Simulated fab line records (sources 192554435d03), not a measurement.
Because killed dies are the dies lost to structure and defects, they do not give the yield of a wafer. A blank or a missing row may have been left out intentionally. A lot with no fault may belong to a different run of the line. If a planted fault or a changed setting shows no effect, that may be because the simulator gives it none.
Which tool did it?    flow n5 finfet    Sampling: 11 lots, 33 wafers, 5 of 1938 route steps

## WHAT EACH GAUGE READ, for each wafer
N5_BEOL_M15_RS_MEAS_54: the measuring method here is four-point-probe.
lot   measured      on             M15_RS (ohm/sq)
L504  day 11 21:11  film metro-02  0.0217 0.0219 0.0219
L505  day 12 02:07  film metro-01  0.0209 0.0218 0.0209
L507  day 12 16:43  film metro-01  0.0219 0.0213 0.0218
L506  day 12 17:34  film metro-01  0.0215 0.0219 0.0219
L511  day 13 03:43  film metro-01  0.0220 0.0215 0.0212
L512  day 13 16:44  film metro-01  0.0213 0.0217 0.0220
L514  day 14 04:05  film metro-01  0.0211 0.0218 0.0210
L515  day 14 12:11  film metro-01  0.0215 0.0210 0.0216
L516  day 14 14:35  film metro-01  0.0211 0.0208 0.0217
L520  day 15 09:14  film metro-01  0.0218 0.0219 0.0218
L521  day 16 07:06  film metro-02  0.0215 0.0215 0.0219

N5_BEOL_M15_INSPECT_55: inspects for defects (darkfield).
lot   measured      on                 raw defect count
L504  day 11 21:13  defect inspect-02  68 56 65
L505  day 12 02:08  defect inspect-01  59 62 50
L507  day 12 16:44  defect inspect-01  89 53 76
L506  day 12 17:35  defect inspect-02  61 57 42
L511  day 13 03:44  defect inspect-02  81 63 93
L512  day 13 16:46  defect inspect-02  57 41 73
L514  day 14 04:07  defect inspect-02  53 74 60
L515  day 14 12:13  defect inspect-01  50 30 55
L516  day 14 14:37  defect inspect-01  78 111 64
L520  day 15 09:15  defect inspect-01  125 102 79
L521  day 16 07:08  defect inspect-02  123 87 42

N5_MIM_TOP_LITHO_OVL_MEAS_11.
lot   measured      on          MIM_TOP_OVL (nm)
L504  day 12 00:04  overlay-02  -7 -11 -6
L505  day 12 07:09  overlay-02  0 -2 2
L507  day 12 19:17  overlay-02  0 -4 -2
L506  day 12 21:23  overlay-01  4 10 10
L511  day 13 08:43  overlay-02  3 -1 4
L512  day 13 21:02  overlay-02  -1 -7 -4
L514  day 14 10:14  overlay-02  -3 4 5
L515  day 14 15:55  overlay-01  -10 -9 -5
L516  day 15 00:29  overlay-01  0 -4 -1
L520  day 15 16:47  overlay-01  4 5 -1
L521  day 16 12:21  overlay-01  7 9 0

N5_PASSIVATION_CD_MEAS_10 targets a cd of 3000 nm.
lot   measured      on         cd nm (nm)
L504  day 12 02:16  cd sem-02  3003.0 3000.0 2999.5
L505  day 12 10:07  cd sem-02  2998.9 2998.5 2997.7
L507  day 13 02:07  cd sem-01  2996.7 2996.3 2998.2
L506  day 13 03:53  cd sem-03  3002.1 2998.4 2999.6
L511  day 13 11:02  cd sem-03  2999.3 2999.0 3001.5
L512  day 13 23:21  cd sem-01  3005.6 3008.5 3007.7
L514  day 14 14:24  cd sem-01  2999.8 2999.4 2999.9
L515  day 14 19:01  cd sem-03  3010.0 3009.2 3009.7
L516  day 15 04:18  cd sem-01  3007.4 3005.8 3006.6
L520  day 15 19:27  cd sem-01  2998.4 2997.6 3001.2
L521  day 16 14:44  cd sem-01  3000.2 3001.4 2999.7

## EACH LOT AND THE TOOL THAT RAN IT (in order: tool; ch and the chambers of the sampled wafers; start)
lot   N5_PASSIVATION_EXPOSE_07
L504  krf scanner-01 ch 0, day 12 02:06
L505  krf scanner-01 ch 0, day 12 09:56
L507  krf scanner-02 ch 0, day 13 01:57
L506  krf scanner-02 ch 0, day 13 03:42
L511  krf scanner-02 ch 0, day 13 10:52
L512  krf scanner-02 ch 0, day 13 23:11
L514  krf scanner-01 ch 0, day 14 14:13
L515  krf scanner-02 ch 0, day 14 18:51
L516  krf scanner-02 ch 0, day 15 04:08
L520  krf scanner-01 ch 0, day 15 19:16
L521  krf scanner-01 ch 0, day 16 14:34
- N5_PASSIVATION_EXPOSE_07: exposes mask TV, defocus 0 nm, target cd 3000 nm.

## WHAT THE TOOLS THEMSELVES READ (means of the sampled wafers that have a number; where no wafer has one, the mark that the record gives instead)
N5_PASSIVATION_EXPOSE_07.
lot   tool            exposure dose mJ cm2  stage vel mm s (mm/s)
L504  krf scanner-01  22.719                499.84
L505  krf scanner-01  22.761                499.86
L507  krf scanner-02  22.734                500.38
L506  krf scanner-02  22.717                499.67
L511  krf scanner-02  22.774                499.82
L512  krf scanner-02  23.731                499.88
L514  krf scanner-01  22.745                500.20
L515  krf scanner-02  23.731                499.98
L516  krf scanner-02  23.713                500.18
L520  krf scanner-01  22.770                499.94
L521  krf scanner-01  22.723                500.10

## THE ANSWER, worked out from the rows above alone
Rule: what is usual is taken from the lots themselves. The widest of any qualifying gaps counts: lots, ordered by their means at a reading, are off when they make up no more than a third of the lots, leave a main group of 4 or more, and stand apart from it by 3 or more times the standard deviation of that group's means. A main group whose means are all the same, to the digits that the tables above print for the reading, isn't used. A lot without any number at a reading at which 4 lots or more have one is off too. Any other lot the step has rows for is counted as sound. Order of review: gauges by route order, followed by the tools' own readings, for which a lot's mean as printed above is used. The first step at which some lot is off is used, and at that step the reading that is off furthest; a lot without a number counts as furthest.
Off: L512, L515, L516, at N5_PASSIVATION_CD_MEAS_10 (cd nm). Mean 2999.4 nm and standard deviation 1.1 in the main group.
A tool fits if, at a process step before that reading, it ran every lot that is off, and no sound lot after the first of them. The gauges at N5_PASSIVATION_CD_MEAS_10 aren't tried: what is off there is off at N5_PASSIVATION_EXPOSE_07 too, on other tools, and a gauge's error can't cause that. One candidate fits, namely krf scanner-02 at N5_PASSIVATION_EXPOSE_07. Its last sound lot is L511 (day 13 10:52), its first lot that is off L512 (day 13 23:11): a fault that began between those two fits.
On the lots that are off, the tool's own readings at N5_PASSIVATION_EXPOSE_07 differ by more than 5 times the standard deviation of the sound lots' means, which bears it out; exposure dose mJ cm2 reads 23.725 there versus 22.743 on the sound lots.

## WHAT THE SIMULATOR HAD INSERTED
Process parameters drifting: krf scanner-02 at N5_PASSIVATION_EXPOSE_07, beginning at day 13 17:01. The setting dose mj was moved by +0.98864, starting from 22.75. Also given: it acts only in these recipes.
Lots struck among those shown: L512, L515, L516. The rule given above showed the same thing.
